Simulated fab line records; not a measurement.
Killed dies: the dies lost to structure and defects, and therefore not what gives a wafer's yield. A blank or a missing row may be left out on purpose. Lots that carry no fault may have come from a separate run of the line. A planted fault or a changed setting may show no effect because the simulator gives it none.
fab line records    flow nand-harc    part 2 of 2: steps 24 to 32 of 32
record lots=5  wafers=15  last-day=33
route steps=1302 shown P_GATE@126
lots that met no fault: from a run of the same line without faults
start-h: start of the lot's first displayed wafer, in hours after the record's first day    wait-h: hours from the lot's prior step to this one    " the same as in the row above    L1.1+2: a row that stands for several wafers    - no value, or no start was given    * or withheld: withheld    < > ~ a bound
route shown NAME@n: names a module that has steps shown in the file, with the first one's number in the route    usual: average and standard deviation across the fault-free wafers    same: alike in all rows    chamber/n: place in a boat    sites: readings site by site    _std_site: how widely they spread, as a standard deviation    _edge_site: the outer-site mean with the inner-site mean subtracted    radius-mm: for every site, how far away it sits from the centre of the wafer    mask NAME#n: copy n    behind: the last tool/chamber to shape the wafer    hold: why the lot went on hold/how many hours it stayed there/how the hold came to an end    device: transistor that didn't switch, given as n, p or np    end of line: the tests these same wafers got at the end of their route    a step with no rows: only its recipe    killed: not the wafer's yield, but the dies lost to structure and defects at the first sort    map: a wafer's dies, x killed, . not, _ none there
set.NAME: the setting the step ran with; set.NAME@STEP: the setting that earlier step ran with    model.NAME: the simulator's own value behind a step, which no gauge read
certain route steps with their lots: each step a table, each wafer a row
services: the hour from which a tool's chamber was out of use, counted from the record's first day as start-h (under 0 if before that day), plus the number of hours and why
## steps
# step NHARC_P_GATE_ETCH_32
# recipe target-depth-a=1500  over-etch-frac=1  over-etch-ion-energy-ev=40  time-s=100.1  hbr-flow-sccm=150  cl2-flow-sccm=50  rf-w=400  icp-w=400  bias-w=100  chemistry=HBr/Cl2
# usual drypump-motor-current-A=5.8/0.46  hbr-flow-sccm=150.0/0.42  mfc-cl2-sccm=49.99/0.15  oes-product-au=1.002/0.012  throttle-valve-pct=26.406/0.01
lot.wafer  tool       chamber  start-h  wait-h  drypump-motor-current-A  hbr-flow-sccm  mfc-cl2-sccm  oes-product-au  rf-hours-counter-h  throttle-valve-pct
L074.3     rie-si-03  2        97.87    -       6.4                      150.8          49.74         1.012           0.3                 26.420
L074.2     "          3        "        "       6.4                      150.1          49.89         0.984           0.3                 26.404
L074.6     "          1        "        "       5.5                      149.7          50.24         0.997           -                   26.410
L075.4     rie-si-01  0        105.09   -       5.5                      149.5          49.99         1.004           0.5                 26.403
L075.3     "          1        "        "       4.6                      150.1          50.12         0.982           0.5                 26.396
L075.2     "          3        "        "       6.4                      149.1          50.10         0.983           0.6                 26.384
L077.1     rie-si-01  3        122.78   -       6.3                      149.4          50.38         0.999           0.7                 26.401
L077.3     "          1        "        "       4.7                      149.6          50.08         0.993           0.7                 26.417
L077.4     "          2        "        "       6.2                      150.4          50.12         0.980           0.7                 26.404
L096.3     rie-si-05  0        315.40   -       5.9                      150.4          49.90         1.007           0.0                 26.393
L096.4     "          1        "        "       5.4                      149.8          50.18         1.001           0.0                 26.397
L096.2     "          3        "        "       6.4                      150.2          50.03         1.010           0.0                 26.390
L097.2     rie-si-03  0        323.31   -       5.7                      150.5          50.03         0.998           0.7                 26.416
L097.3     "          1        "        "       5.5                      149.6          50.00         1.011           0.7                 26.408
L097.6     "          1        "        "       5.5                      150.7          50.09         1.003           -                   26.407
# step NHARC_P_GATE_STRIP_108
# recipe o2-flow-sccm=500  ar-flow-sccm=0  bias-w=0  chemistry=O2
# usual drypump-motor-current-A=5.9/0.52  oes-product-au=0.995/0.0084  rf-vpp-V=57.8/0.88  showerhead-plenum-p-Torr=3.53/0.13  throttle-valve-pct=17.036/0.0089
lot.wafer  tool         chamber  start-h  wait-h  drypump-motor-current-A  oes-product-au  rf-hours-counter-h  rf-vpp-V  showerhead-plenum-p-Torr  throttle-valve-pct
L074.2     rie-diel-02  0        98.00    -       6.6                      0.990           3                   57.0      3.40                      17.037
L074.3     "            3        "        "       5.5                      0.986           4                   57.3      3.38                      17.027
L074.6     "            1        "        "       4.9                      0.987           -                   57.7      3.44                      17.039
L075.2     rie-diel-13  3        105.25   -       5.1                      1.004           5                   57.9      3.64                      17.053
L075.3     "            2        "        "       5.5                      0.996           5                   57.3      3.68                      17.046
L075.4     "            0        "        "       6.1                      1.005           -                   56.3      3.44                      17.028
L077.3     rie-diel-13  2        122.94   -       5.5                      0.992           5                   58.3      3.68                      17.021
L077.1     "            1        "        "       5.5                      0.994           3                   59.4      3.67                      17.031
L077.4     "            2        "        "       5.5                      1.003           -                   57.7      3.68                      17.028
L096.3     rie-diel-13  1        315.56   -       5.5                      1.004           6                   57.2      3.66                      17.046
L096.2     "            2        "        "       5.5                      0.993           6                   57.7      3.67                      17.031
L096.4     "            1        "        "       5.5                      1.001           -                   57.9      3.66                      17.045
L097.2     rie-diel-13  2        323.47   -       5.5                      0.981           7                   57.9      3.67                      17.036
L097.3     "            1        "        "       5.5                      1.009           7                   58.0      3.66                      17.028
L097.6     "            3        "        "       5.1                      0.994           -                   58.0      3.63                      17.023
# step NHARC_P_GATE_CD_MEAS_33
# usual cd-nm=120.6/2.5
lot.wafer  tool       chamber  start-h  wait-h  cd-nm
L074.2     cd-sem-01  -        98.18    -       122.0
L074.3     "          -        "        "       120.4
L074.6     "          -        "        "       123.4
L075.2     cd-sem-01  -        105.46   0.2     119.7
L075.3     "          -        "        "       118.1
L075.4     "          -        "        "       121.6
L077.1     cd-sem-01  -        123.14   0.1     118.8
L077.3     "          -        "        "       118.3
L077.4     "          -        "        "       124.5
L096.2     cd-sem-03  -        315.77   0.2     114.9
L096.3     "          -        "        "       122.2
L096.4     "          -        "        "       117.1
L097.2     cd-sem-03  -        323.65   -       120.1
L097.3     "          -        "        "       116.6
L097.6     "          -        "        "       120.2
# step NHARC_P_GATE_STRIP_35
# recipe time-s=600  temp-c=130  chemistry=SPM
lot.wafer   tool          chamber  start-h  wait-h
L074.2+3+6  wet-bench-09  1,2,4    98.27    0.1
L075.4+3+2  wet-bench-06  6,7,1    105.55   0.1
L077.4+1+3  wet-bench-09  0,1,2    123.23   0.1
L096.2+4+3  wet-bench-06  0,1,4    315.85   0.1
L097.6+3+2  wet-bench-06  2,3,4    323.73   0.1
# step NHARC_P_GATE_PRECLEAN_73
# recipe time-s=*  temp-c=50  bath-age-min=0  chemistry=SC1
# usual h2o2-flow-mL-min=56.63/0.18  sc1-h2o2-end-mol-l=0.3697/0.0007
lot.wafer  tool          chamber  start-h  wait-h  h2o2-flow-mL-min  sc1-h2o2-end-mol-l
L074.2     wet-bench-09  1        -        -       56.74             0.3710
L074.3     "             2        "        "       56.85             0.3702
L074.6     "             4        "        "       56.68             0.3696
L075.4     wet-bench-06  6        -        -       56.67             0.3689
L075.3     "             7        "        "       56.60             0.3694
L075.2     "             1        "        "       56.71             0.3701
L077.4     wet-bench-09  0        -        -       56.46             0.3700
L077.1     "             1        "        "       56.39             0.3707
L077.3     "             2        "        "       56.79             0.3702
L096.2     wet-bench-06  0        -        -       56.99             0.3690
L096.4     "             1        "        "       56.52             0.3702
L096.3     "             4        "        "       56.40             0.3705
L097.6     wet-bench-06  2        -        -       56.83             0.3704
L097.3     "             3        "        "       56.66             0.3688
L097.2     "             4        "        "       56.75             0.3694
# step NHARC_P_GATE_SRD_74
lot.wafer   tool          chamber  start-h  wait-h
L074.2+3+6  wet-bench-09  1,2,4    -        -
L075.4+3+2  wet-bench-06  6,7,1    -        -
L077.4+1+3  wet-bench-09  0,1,2    -        -
L096.2+4+3  wet-bench-06  0,1,4    -        -
L097.6+3+2  wet-bench-06  2,3,4    -        -
# step NHARC_P_GATE_ALD_36
# recipe target-thk-a=200  pulse-time-s=60  ald-cycles=223  temp-c=400  material=SiNx
# usual heater-power-w=796/69  precursor-pulse-height-rel=1.003/0.02
lot.wafer  tool        chamber  start-h  wait-h  heater-power-w  precursor-pulse-height-rel
L074.2     ald-sin-01  3        99.68    -       805             1.012
L074.3     "           0        100.73   -       753             1.029
L074.6     "           3        103.89   -       801             1.011
L075.3     ald-sin-02  2        105.91   -       946             0.985
L075.4     "           3        106.97   -       830             1.015
L075.2     "           0        108.02   -       870             1.015
L077.1     ald-sin-04  0        123.60   -       674             1.023
L077.4     "           2        125.69   -       758             1.010
L077.3     "           3        126.74   -       917             1.043
L096.3     ald-sin-01  3        317.29   -       833             1.034
L096.4     "           0        318.36   -       759             0.980
L096.2     "           1        319.43   -       804             1.003
L097.2     ald-sin-02  2        326.22   -       923             0.975
L097.3     "           3        327.27   -       785             1.023
L097.6     "           1        329.39   -       717             0.976
# step NHARC_P_GATE_ETCHBACK_37
# recipe target-depth-a=345  time-s=17.2  chf3-flow-sccm=50  o2-flow-sccm=10  ar-flow-sccm=200  rf-w=500  bias-w=200  chemistry=CHF3/O2
# usual drypump-motor-current-A=5.9/0.52  oes-product-au=0.934/0.026  rf-vpp-V=370.7/2  showerhead-plenum-p-Torr=2.41/0.088  throttle-valve-pct=20.573/0.009
lot.wafer  tool         chamber  start-h  wait-h  drypump-motor-current-A  oes-product-au  rf-hours-counter-h  rf-vpp-V  showerhead-plenum-p-Torr  throttle-valve-pct
L074.3     rie-diel-09  2        -        -       6.2                      0.985           9                   371.8     2.44                      20.584
L074.2     "            3        "        "       6.3                      0.989           9                   369.5     2.33                      20.571
L074.6     "            0        "        "       6.4                      0.986           -                   367.5     2.31                      20.588
L075.2     rie-diel-09  1        -        -       6.2                      0.990           5                   372.4     2.47                      20.578
L075.4     "            3        "        "       6.3                      1.000           9                   369.1     2.33                      20.566
L075.3     "            0        "        "       6.3                      1.002           9                   368.0     2.30                      20.570
L077.1     rie-diel-09  0        -        -       6.4                      0.932           9                   367.1     2.30                      20.569
L077.3     "            1        "        "       6.2                      0.931           5                   372.8     2.47                      20.565
L077.4     "            2        "        "       6.1                      0.938           10                  372.2     2.44                      20.569
L096.4     rie-diel-13  1        -        -       5.5                      0.930           7                   372.1     2.50                      20.568
L096.3     "            2        "        "       5.5                      0.914           8                   373.3     2.50                      20.579
L096.2     "            0        "        "       6.2                      0.924           7                   368.3     2.34                      20.570
L097.2     rie-diel-13  3        -        -       5.1                      0.916           9                   371.6     2.47                      20.569
L097.3     "            0        "        "       6.1                      0.929           8                   368.2     2.34                      20.564
L097.6     "            2        "        "       5.5                      0.911           -                   372.4     2.50                      20.569
# step NHARC_P_GATE_STRIP_101
# recipe time-s=20  o2-flow-sccm=500  ar-flow-sccm=0  bias-w=0  chemistry=O2
# usual drypump-motor-current-A=5.9/0.52  oes-product-au=0.995/0.0094  rf-vpp-V=57.9/0.83  showerhead-plenum-p-Torr=3.54/0.13  throttle-valve-pct=17.036/0.0081
lot.wafer  tool         chamber  start-h  wait-h  drypump-motor-current-A  oes-product-au  rf-hours-counter-h  rf-vpp-V  showerhead-plenum-p-Torr  throttle-valve-pct
L074.3     rie-diel-09  2        108.20   0.1     6.1                      0.987           9                   58.1      3.59                      17.035
L074.2     "            0        "        "       6.4                      0.984           9                   57.8      3.39                      17.038
L074.6     "            3        "        "       6.3                      0.992           -                   58.5      3.43                      17.043
L075.4     rie-diel-09  3        115.50   0.1     6.3                      1.005           9                   57.6      3.43                      17.041
L075.3     "            0        "        "       6.3                      0.997           9                   56.9      3.39                      17.052
L075.2     "            1        "        "       6.2                      0.983           5                   57.5      3.63                      17.038
L077.3     rie-diel-09  3        133.15   0.1     6.3                      1.005           10                  56.8      3.43                      17.025
L077.4     "            0        "        "       6.4                      1.003           10                  57.4      3.39                      17.040
L077.1     "            2        "        "       6.2                      1.016           10                  58.8      3.59                      17.033
L096.3     rie-diel-13  2        325.91   0.1     5.5                      1.000           8                   58.3      3.67                      17.030
L096.2     "            3        "        "       5.1                      0.990           8                   57.6      3.63                      17.039
L096.4     "            1        "        "       5.5                      0.998           7                   58.4      3.66                      17.022
L097.2     rie-diel-13  2        333.72   0.1     5.5                      0.993           8                   58.0      3.67                      17.031
L097.3     "            0        "        "       6.2                      0.994           8                   57.7      3.44                      17.034
L097.6     "            2        "        "       5.5                      0.982           -                   58.4      3.67                      17.029
## services
tool            chamber  start-h  hours  kind
acl-dep-02      -        63.45    13.0   pm
rie-diel-13     1        71.43    5.4    repair
rie-diel-09     2        89.10    9.4    repair
rie-diel-13     1        90.09    24.4   repair
wet-bench-09    -        101.86   2.6    repair
rie-diel-13     3        121.84   8.2    repair
rie-diel-09     -        143.10   9.0    pm
wet-bench-07    -        160.04   8.0    pm
rie-diel-13     -        165.00   9.0    pm
wet-bench-06    -        170.07   2.1    repair
rie-diel-02     2        176.32   5.1    repair
wet-bench-09    -        176.80   8.0    pm
litho-track-06  -        179.00   7.0    pm
wet-bench-06    -        193.60   8.0    pm
litho-track-04  -        203.00   7.0    pm
rie-diel-02     -        216.79   9.0    pm
rie-diel-09     1        225.27   7.2    repair
rie-diel-02     -        245.40   0.6    repair
rie-diel-09     2        248.53   4.6    repair
rie-diel-13     0        251.41   1.9    repair
rie-diel-13     3        279.35   7.7    repair
rie-diel-09     2        297.16   7.6    repair
rie-diel-13     0        314.81   3.6    repair
rie-diel-09     -        320.10   9.0    pm
